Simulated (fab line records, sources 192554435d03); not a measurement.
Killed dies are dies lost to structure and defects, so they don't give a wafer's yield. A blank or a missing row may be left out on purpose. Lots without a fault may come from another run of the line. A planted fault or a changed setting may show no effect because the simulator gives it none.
Chamber matching | flow n5_finfet | N5_DUMMY_GATE_ETCH_32 on rie_si-03: 4 sister chambers
The step etches SiO2 in CF4, target depth 3.5 nm, time 3.9 s. 16 wafers are shown with their chamber, then 8 later ones without.

WAFERS WITH THEIR CHAMBER
wafer  | chamber | throttle_valve_pct (%) | drypump_motor_current_A (A) | oes_product_au (a.u.)
L075.2 | 3       | 21.93                  | 5.9                         | 1.014
L075.5 | 0       | 21.47                  | 6.0                         | 1.009
L075.6 | 3       | 21.93                  | 5.9                         | 1.024
L079.1 | 2       | 21.48                  | 5.9                         | 1.018
L079.3 | 0       | 21.48                  | 6.0                         | 1.024
L079.4 | 1       | 21.54                  | 5.5                         | 1.000
L082.2 | 0       | 21.47                  | 6.0                         | 1.008
L082.4 | 1       | 21.53                  | 5.5                         | 0.988
L082.5 | 2       | 21.46                  | 5.8                         | 1.004
L086.1 | 0       | 21.47                  | 6.0                         | 1.007
L086.3 | 2       | 21.46                  | 5.8                         | 1.019
L086.5 | 0       | 21.49                  | 6.0                         | 1.000
L088.1 | 0       | 21.47                  | 6.0                         | 1.008
L088.2 | 2       | 21.47                  | 5.8                         | 1.023
L088.5 | 1       | 21.56                  | 5.4                         | 1.004
L089.1 | 1       | 21.52                  | 5.4                         | 0.994

SIGNATURES (means of the wafers above)
reading                 | chamber 0 | chamber 1 | chamber 2 | chamber 3 | scatter within a chamber
throttle_valve_pct      | 21.4750   | 21.5375   | 21.4675   | 21.9300   | 0.0112
drypump_motor_current_A | 6.000     | 5.450     | 5.825     | 5.900     | 0.0382
oes_product_au          | 1.00933   | 0.99650   | 1.01600   | 1.01900   | 0.00772
Rule: a wafer's distance from a chamber is the root of the sum, over the readings, of the square of ((its reading less the chamber's mean) divided by the reading's scatter). The wafer belongs to the nearest chamber; if the next one is less than 2 further off, it can't be placed. The scatter: the root of (the sum of the squares of (reading less its chamber's mean) over the shown wafers, divided by (wafers less chambers)).

WAFERS WITHOUT THEIR CHAMBER
wafer  | throttle_valve_pct (%) | drypump_motor_current_A (A) | oes_product_au (a.u.)
L089.4 | 21.48                  | 6.0                         | 1.000
L089.5 | 21.47                  | 6.0                         | 1.008
L090.2 | 21.94                  | 5.9                         | 1.029
L090.3 | 21.54                  | 5.4                         | 0.993
L090.5 | 21.53                  | 5.4                         | 1.002
L097.3 | 21.47                  | 5.8                         | 1.015
L097.5 | 21.93                  | 5.9                         | 1.025
L097.6 | 21.49                  | 6.0                         | 1.002

WHICH CHAMBER EACH WENT THROUGH
wafer  | from the rows above | in truth
L089.4 | 0                   | 0
L089.5 | 0                   | 0
L090.2 | 3                   | 3
L090.3 | 1                   | 1
L090.5 | 1                   | 1
L097.3 | 2                   | 2
L097.5 | 3                   | 3
L097.6 | 0                   | 0
Placed correctly: 8 of 8. Can't be placed from these rows: 0. Placed wrongly: 0.
